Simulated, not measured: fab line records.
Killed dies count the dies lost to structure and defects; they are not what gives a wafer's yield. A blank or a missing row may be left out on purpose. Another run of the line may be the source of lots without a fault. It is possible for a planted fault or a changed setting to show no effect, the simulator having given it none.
Matching of chambers    flow nand-harc    NHARC_P_GATE_STRIP_101 on rie-diel-04: 3 sister chambers
The step strips in O2, time 20 s. 18 wafers are shown with their chamber, then 5 later ones without.

EACH WAFER AND ITS CHAMBER
wafer   chamber  showerhead-plenum-p-Torr (Torr)  drypump-motor-current-A (A)  oes-product-au (a.u.)
L074.1  0        3.51                             6.0                          0.990
L074.5  0        3.51                             6.0                          0.990
L074.6  3        3.72                             5.4                          0.982
L077.1  3        3.72                             5.4                          0.995
L077.4  0        3.51                             6.0                          1.001
L077.6  0        3.51                             6.0                          1.015
L080.1  3        3.72                             5.4                          1.000
L080.3  0        3.51                             6.0                          1.023
L080.5  3        3.72                             5.5                          1.000
L082.1  0        3.51                             6.0                          1.032
L082.4  3        3.72                             5.4                          1.012
L082.6  1        3.53                             5.0                          0.998
L083.1  1        3.53                             5.0                          0.997
L083.2  3        3.72                             5.5                          1.012
L083.6  3        3.72                             5.5                          1.009
L085.1  3        3.71                             5.4                          1.005
L085.2  0        3.50                             6.0                          1.007
L085.3  1        3.53                             5.1                          1.010

SIGNATURES, as means of the wafers listed above
reading                   chamber 0  chamber 1  chamber 3  scatter within a chamber
showerhead-plenum-p-Torr  3.5086     3.5300     3.7188     0.0034
drypump-motor-current-A   6.000      5.033      5.438      0.0412
oes-product-au            1.00829    1.00167    1.00188    0.0126
Rule: a wafer lies at a distance from a chamber equal to the root of the sum of squares, over the readings, of (its reading less the chamber's mean, divided by the reading's scatter). If the next closest chamber is less than 2 further off than the closest, the wafer can't be placed; otherwise it belongs to the closest. The scatter is the square root of a quotient: the sum, over the shown wafers, of each reading's squared deviation from its chamber's mean, divided by wafers minus chambers.

WAFERS MISSING THEIR CHAMBER
wafer   showerhead-plenum-p-Torr (Torr)  drypump-motor-current-A (A)  oes-product-au (a.u.)
L090.1  3.50                             6.0                          1.031
L090.3  3.52                             5.1                          0.989
L090.6  3.71                             5.4                          1.000
L092.4  3.71                             5.5                          1.001
L095.1  3.52                             5.1                          1.001

EACH ONE'S CHAMBER
wafer   from the rows above  in truth
L090.1  0                    0
L090.3  1                    1
L090.6  3                    3
L092.4  3                    3
L095.1  1                    1
5 of 5 placed correctly. Not placeable from these rows: 0. Placed wrongly: 0.
